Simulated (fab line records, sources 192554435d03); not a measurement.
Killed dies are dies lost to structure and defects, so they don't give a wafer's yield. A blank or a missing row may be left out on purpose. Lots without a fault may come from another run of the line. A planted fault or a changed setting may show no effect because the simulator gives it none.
Which tool did it? | flow n5_finfet | 12 lots, 32 wafers sampled, at 3 steps of a route of 1938

WHAT THE GAUGES READ, wafer by wafer
N5_BEOL_M11_OCD_MEAS_38.
lot  | measured     | on     | trench_depth_nm (nm)
L894 | day 11 20:39 | ocd-01 | 154 152 150
L898 | day 12 12:34 | ocd-01 | 149 155 151
L897 | day 12 12:52 | ocd-02 | 146 144 145
L900 | day 12 17:34 | ocd-01 | 146 144 145
L893 | day 12 17:52 | ocd-01 | 151 151 147
L901 | day 12 19:14 | ocd-02 | 152 156 154
L903 | day 13 11:29 | ocd-01 | 144 148 144
L909 | day 15 18:55 | ocd-01 | 142 145
L911 | day 15 20:30 | ocd-02 | 154 142
L912 | day 16 14:45 | ocd-02 | 145
L914 | day 16 23:17 | ocd-02 | 143 156 146
L916 | day 17 07:17 | ocd-02 | 147 144 152

WHICH TOOL RAN EACH LOT (tool, then ch and the chambers of the sampled wafers, then the start)
lot  | N5_BEOL_M11_DESCUM_33              | N5_BEOL_M11_STRIP_36
L894 | rie_diel-04 ch 0,2,3, day 11 20:10 | rie_diel-04 ch 0,2,3, day 11 20:26
L898 | rie_diel-04 ch 0,1,2, day 12 12:04 | rie_diel-04 ch 0,1,2, day 12 12:20
L897 | rie_diel-02 ch 1,2,3, day 12 12:22 | rie_diel-02 ch 1,2,3, day 12 12:38
L900 | rie_diel-02 ch 2,3, day 12 17:04   | rie_diel-02 ch 2,3, day 12 17:20
L893 | rie_diel-06 ch 0,3, day 12 17:22   | rie_diel-06 ch 0,3, day 12 17:38
L901 | rie_diel-04 ch 0,1,3, day 12 18:44 | rie_diel-04 ch 0,1,3, day 12 19:01
L903 | rie_diel-06 ch 1,2,3, day 13 11:00 | rie_diel-06 ch 1,2,3, day 13 11:16
L909 | rie_diel-02 ch 1,2, day 15 18:25   | rie_diel-02 ch 1,2, day 15 18:41
L911 | rie_diel-02 ch 0,1, day 15 20:01   | rie_diel-02 ch 0,1, day 15 20:17
L912 | rie_diel-02 ch 3, day 16 14:16     | rie_diel-02 ch 3, day 16 14:32
L914 | rie_diel-02 ch 0,1,2, day 16 22:48 | rie_diel-02 ch 0,1,2, day 16 23:04
L916 | rie_diel-06 ch 0,1,2, day 17 06:47 | rie_diel-06 ch 0,1,2, day 17 07:04
- N5_BEOL_M11_DESCUM_33: chemistry O2, time 7.9 s.
- N5_BEOL_M11_STRIP_36: strips in N2/H2.

WHAT THE TOOLS THEMSELVES READ (means of the sampled wafers that have a number; where no wafer has one, the mark that the record gives instead)
N5_BEOL_M11_DESCUM_33.
lot  | tool        | drypump_motor_current_A (A) | oes_product_au (a.u.) | rf_vpp_V (V) | showerhead_plenum_p_Torr (Torr) | throttle_valve_pct (%)
L894 | rie_diel-04 | 5.7                         | 0.86                  | 244.0        | 2.19                            | 20.46
L898 | rie_diel-04 | 5.8                         | 0.91                  | 244.0        | 2.17                            | 20.45
L897 | rie_diel-02 | 5.7                         | 0.82                  | 242.7        | 2.11                            | 20.51
L900 | rie_diel-02 | 5.5                         | 0.86                  | 243.7        | 2.13                            | 20.41
L893 | rie_diel-06 | 5.8                         | 0.83                  | 243.1        | 2.10                            | 20.40
L901 | rie_diel-04 | 5.8                         | 0.92                  | 243.9        | 2.14                            | 20.28
L903 | rie_diel-06 | 5.9                         | 0.81                  | 243.9        | 2.14                            | 20.43
L909 | rie_diel-02 | 5.6                         | 0.76                  | 243.1        | 2.09                            | 20.57
L911 | rie_diel-02 | 6.2                         | 0.81                  | 244.7        | 2.14                            | 20.41
L912 | rie_diel-02 | 5.9                         | 0.81                  | 242.9        | 2.13                            | 20.50
L914 | rie_diel-02 | 5.9                         | 0.82                  | 244.0        | 2.13                            | 20.44
L916 | rie_diel-06 | 5.9                         | 0.79                  | 244.0        | 2.17                            | 20.28

N5_BEOL_M11_STRIP_36.
lot  | tool        | drypump_motor_current_A (A) | oes_product_au (a.u.) | rf_vpp_V (V) | showerhead_plenum_p_Torr (Torr) | throttle_valve_pct (%)
L894 | rie_diel-04 | 5.7                         | 0.85                  | 60.0         | 2.65                            | 23.7
L898 | rie_diel-04 | 5.8                         | 0.91                  | 60.5         | 2.63                            | 23.7
L897 | rie_diel-02 | 5.7                         | 0.82                  | 59.6         | 2.56                            | 23.8
L900 | rie_diel-02 | 5.4                         | 0.86                  | 60.4         | 2.58                            | 23.7
L893 | rie_diel-06 | 5.9                         | 0.83                  | 59.9         | 2.53                            | 23.6
L901 | rie_diel-04 | 5.8                         | 0.90                  | 59.3         | 2.60                            | 23.7
L903 | rie_diel-06 | 5.9                         | 0.80                  | 59.3         | 2.60                            | 23.8
L909 | rie_diel-02 | 5.6                         | 0.77                  | 58.5         | 2.54                            | 24.0
L911 | rie_diel-02 | 6.2                         | 0.82                  | 59.2         | 2.60                            | 23.9
L912 | rie_diel-02 | 5.9                         | 0.81                  | 57.8         | 2.57                            | 23.7
L914 | rie_diel-02 | 5.9                         | 0.82                  | 60.4         | 2.59                            | 23.9
L916 | rie_diel-06 | 5.9                         | 0.80                  | 59.1         | 2.62                            | 23.5

THE ANSWER, worked out from the rows above alone
Rule: what is usual is taken from the lots themselves. Put in order of their means at a reading, lots are off if they are a third of the lots or fewer, leave a main group of 4 or more, and stand apart from it by a gap of 3 or more times the standard deviation of the main group's means; of several such gaps the widest counts. A main group whose means are all the same, to the digits that the tables above print for the reading, isn't used. A lot without any number at a reading at which 4 lots or more have one is off too. The other lots that the step has rows for count as sound. The gauges are gone through in route order, then the tools' own readings, and for those a lot's mean is taken as printed above. The first step at which some lot is off is used, and at that step the reading that is off furthest; a lot without a number counts as furthest.
No lot is off at any reading shown: from this, nothing can be told.

WHAT THE SIMULATOR HAD PUT IN
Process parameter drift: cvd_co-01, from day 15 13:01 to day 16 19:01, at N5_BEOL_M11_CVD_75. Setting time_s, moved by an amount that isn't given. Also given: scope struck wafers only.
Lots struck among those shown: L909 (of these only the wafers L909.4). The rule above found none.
